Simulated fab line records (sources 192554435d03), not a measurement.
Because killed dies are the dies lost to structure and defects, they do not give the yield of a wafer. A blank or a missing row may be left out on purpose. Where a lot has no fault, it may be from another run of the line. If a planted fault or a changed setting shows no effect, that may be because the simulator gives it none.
Matching of chambers    flow n5-finfet    3 sister chambers for N5_BEOL_M15_VIA_ETCH_16 on rie-diel-01
The step etches SiO2 in C4F8/O2/Ar, target depth 1792.2 nm. 3 wafers are shown with their chamber, then 7 later ones without.

## WAFERS WITH THEIR CHAMBER
wafer   chamber  throttle-valve-pct (%)
L086.4  2        31.03
L088.5  0        31.29
L088.6  1        31.20

## WAFERS WHOSE CHAMBER IS MISSING
wafer   throttle-valve-pct (%)
L091.3  31.28
L091.4  31.20
L091.6  31.27
L093.1  31.03
L093.4  31.11
L097.5  31.08
L097.6  31.13

## WHICH CHAMBER EACH WENT THROUGH
wafer   from the rows above           in truth
L091.3  can't be placed: 0 or 1       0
L091.4  can't be placed: 1 or 0       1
L091.6  can't be placed: 0 or 1       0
L093.1  2                             2
L093.4  can't be placed: 2 or 1       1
L097.5  can't be placed: 2 or 1       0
L097.6  can't be placed: 1 or 2 or 0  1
Placed correctly: 1 of 7. Not placeable from these rows: 6 (in 5, the candidates include the true chamber). 0 placed wrongly.
How it was worked out, from the rows above alone: a wafer's distance from a chamber is the root of the sum, over the readings, of the square of ((its reading less the chamber's mean) divided by the reading's scatter). If the next closest chamber is less than 2 further off than the closest, the wafer can't be placed; otherwise it belongs to the closest. Each chamber's mean is taken over the wafers shown for it. The scatter: with one shown wafer a chamber, the root of the mean of the squares of how far each hidden wafer lies from its nearest shown one.
